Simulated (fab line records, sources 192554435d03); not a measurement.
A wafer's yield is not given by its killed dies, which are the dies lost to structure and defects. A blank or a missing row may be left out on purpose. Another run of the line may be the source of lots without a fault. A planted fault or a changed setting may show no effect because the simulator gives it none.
Which tool did it? + flow n5-finfet + 24 lots with 72 wafers sampled at 3 steps, on a route of 1938 steps

== WHAT EACH GAUGE READ, for each wafer ==
N5_BEOL_M13_INSPECT_12: inspects for defects (macro). Usual: 2.0 for raw-defect-count, sd 1.5.
| lot  | measured     | on                | raw-defect-count | flag |
|------|--------------|-------------------|------------------|------|
| L074 | day 11 15:58 | defect-inspect-01 | 0 5 1            |      |
| L076 | day 11 22:53 | defect-inspect-02 | 0 2 3            |      |
| L075 | day 12 03:56 | defect-inspect-01 | 1 1 2            |      |
| L077 | day 12 04:43 | defect-inspect-01 | 2 2 4            |      |
| L078 | day 12 06:52 | defect-inspect-02 | 5 0 3            |      |
| L079 | day 12 21:02 | defect-inspect-02 | 1 1 3            |      |
| L080 | day 13 02:52 | defect-inspect-01 | 6 2 0            |      |
| L083 | day 13 11:17 | defect-inspect-02 | 1 2 4            |      |
| L081 | day 13 12:02 | defect-inspect-01 | 2 3 3            |      |
| L082 | day 13 15:53 | defect-inspect-02 | 3 2 1            |      |
| L086 | day 13 21:29 | defect-inspect-01 | 2 1 2            |      |
| L084 | day 13 23:05 | defect-inspect-02 | 1 0 0            |      |
| L087 | day 14 17:01 | defect-inspect-01 | 3 2 2            |      |
| L088 | day 14 23:47 | defect-inspect-01 | 3 1 4            |      |
| L089 | day 15 00:00 | defect-inspect-02 | 2 2 0            |      |
| L085 | day 15 00:14 | defect-inspect-02 | 5 1 4            |      |
| L090 | day 15 06:16 | defect-inspect-02 | 0 5 1            |      |
| L091 | day 15 09:35 | defect-inspect-02 | 4 1 1            |      |
| L092 | day 15 23:55 | defect-inspect-01 | 4 4 3            |      |
| L094 | day 16 14:35 | defect-inspect-01 | 1 1 2            |      |
| L093 | day 16 14:55 | defect-inspect-02 | 3 3 1            |      |
| L097 | day 17 00:38 | defect-inspect-01 | 1 0 7            |      |
| L095 | day 17 00:51 | defect-inspect-01 | 3 1 3            |      |
| L096 | day 17 11:41 | defect-inspect-01 | 3 1 2            |      |

N5_BEOL_M13_CD_MEAS_28 targets a cd of 209.5 nm. Usual: 209.3 nm for cd-nm, sd 0.82.
| lot  | measured     | on        | cd-nm (nm)        | flag |
|------|--------------|-----------|-------------------|------|
| L074 | day 11 16:59 | cd-sem-03 | 208.2 208.5 208.3 |      |
| L076 | day 11 23:53 | cd-sem-01 | 209.7 209.8 209.8 |      |
| L075 | day 12 04:50 | cd-sem-02 | 209.5 209.2 208.7 |      |
| L077 | day 12 05:37 | cd-sem-01 | 207.9 208.5 207.2 |      |
| L078 | day 12 07:46 | cd-sem-01 | 210.0 210.0 211.3 |      |
| L079 | day 12 22:04 | cd-sem-03 | 208.5 208.1 208.5 |      |
| L080 | day 13 04:10 | cd-sem-03 | 209.4 208.9 209.6 |      |
| L083 | day 13 12:32 | cd-sem-02 | 208.9 210.1 208.8 |      |
| L081 | day 13 13:03 | cd-sem-03 | 210.6 209.5 210.9 |      |
| L082 | day 13 16:47 | cd-sem-02 | 211.0 209.1 210.1 |      |
| L086 | day 13 22:32 | cd-sem-01 | 208.7 208.4 208.1 |      |
| L084 | day 14 00:12 | cd-sem-01 | 211.5 210.4 211.7 |      |
| L087 | day 14 17:55 | cd-sem-01 | 209.8 208.7 209.5 |      |
| L088 | day 15 00:48 | cd-sem-02 | 209.4 208.3 209.9 |      |
| L089 | day 15 01:31 | cd-sem-02 | 208.9 208.4 209.4 |      |
| L085 | day 15 01:43 | cd-sem-01 | 209.3 209.6 210.6 |      |
| L090 | day 15 07:10 | cd-sem-02 | 209.0 209.9 209.0 |      |
| L091 | day 15 10:29 | cd-sem-03 | 209.4 208.9 209.3 |      |
| L092 | day 16 00:49 | cd-sem-01 | 209.3 210.3 208.8 |      |
| L094 | day 16 15:36 | cd-sem-01 | 208.9 209.5 210.0 |      |
| L093 | day 16 15:58 | cd-sem-03 | 209.1 210.3 209.5 |      |
| L097 | day 17 01:46 | cd-sem-03 | 209.6 209.4 209.0 |      |
| L095 | day 17 01:56 | cd-sem-01 | 209.9 208.9 209.3 |      |
| L096 | day 17 12:43 | cd-sem-01 | 209.3 209.1 209.7 |      |

N5_BEOL_M13_OCD_MEAS_35. Usual: 414 nm for trench-depth-nm, sd 6.6.
| lot  | measured     | on     | trench-depth-nm (nm) | flag |
|------|--------------|--------|----------------------|------|
| L074 | day 11 17:39 | ocd-02 | 414 413 414          |      |
| L076 | day 12 00:34 | ocd-02 | 424 418 419          |      |
| L075 | day 12 05:29 | ocd-01 | 404 413 421          |      |
| L077 | day 12 06:22 | ocd-02 | 417 415 428          |      |
| L078 | day 12 08:26 | ocd-02 | 420 413 414          |      |
| L079 | day 12 22:44 | ocd-01 | 408 411 409          |      |
| L080 | day 13 04:50 | ocd-02 | 411 410 412          |      |
| L083 | day 13 13:11 | ocd-02 | 398 404 408          |      |
| L081 | day 13 13:44 | ocd-02 | 416 401 413          |      |
| L082 | day 13 17:27 | ocd-02 | 407 410 405          |      |
| L086 | day 13 23:12 | ocd-01 | 409 412 405          |      |
| L084 | day 14 00:52 | ocd-02 | 402 411 409          |      |
| L087 | day 14 18:34 | ocd-01 | 411 412 422          |      |
| L088 | day 15 01:31 | ocd-01 | 423 414 424          |      |
| L089 | day 15 02:11 | ocd-01 | 413 403 406          |      |
| L085 | day 15 02:23 | ocd-02 | 419 418 408          |      |
| L090 | day 15 07:55 | ocd-01 | 411 417 420          |      |
| L091 | day 15 11:23 | ocd-02 | 424 418 417          |      |
| L092 | day 16 01:28 | ocd-02 | 409 418 412          |      |
| L094 | day 16 16:16 | ocd-02 | 410 420 408          |      |
| L093 | day 16 16:37 | ocd-01 | 404 406 400          |      |
| L097 | day 17 02:35 | ocd-02 | 423 422 413          |      |
| L095 | day 17 03:08 | ocd-02 | 425 423 425          |      |
| L096 | day 17 13:23 | ocd-01 | 418 410 403          |      |

== WHAT TOOL EACH LOT RAN ON (gives the tool, then ch and the chambers of the sampled wafers, and finally the start) ==
No process step before these readings appears in the record.

== AS READ BY THE TOOLS THEMSELVES (means over the sampled wafers that have a number; for cases with no such wafer, the mark the record gives instead) ==
The record holds no such reading with a usual standard deviation.

== THE ANSWER, worked out from the rows above alone ==
Rule: a lot is off if the mean of its wafers that have a number lies more than 3 standard deviations from the usual mean. Also off: a lot with no number at a reading for which 4 or more lots have one. Where the step has rows for the other lots, those lots are counted as sound. First the gauges in route order, then the tools' own readings, where a lot's mean is used as printed above. At the first step where some lot is off, the reading lying furthest off is the one used; lots without a number count as furthest.
Nothing can be told from this: no lot is off at any reading shown.

== WHAT THE SIMULATOR PUT IN ==
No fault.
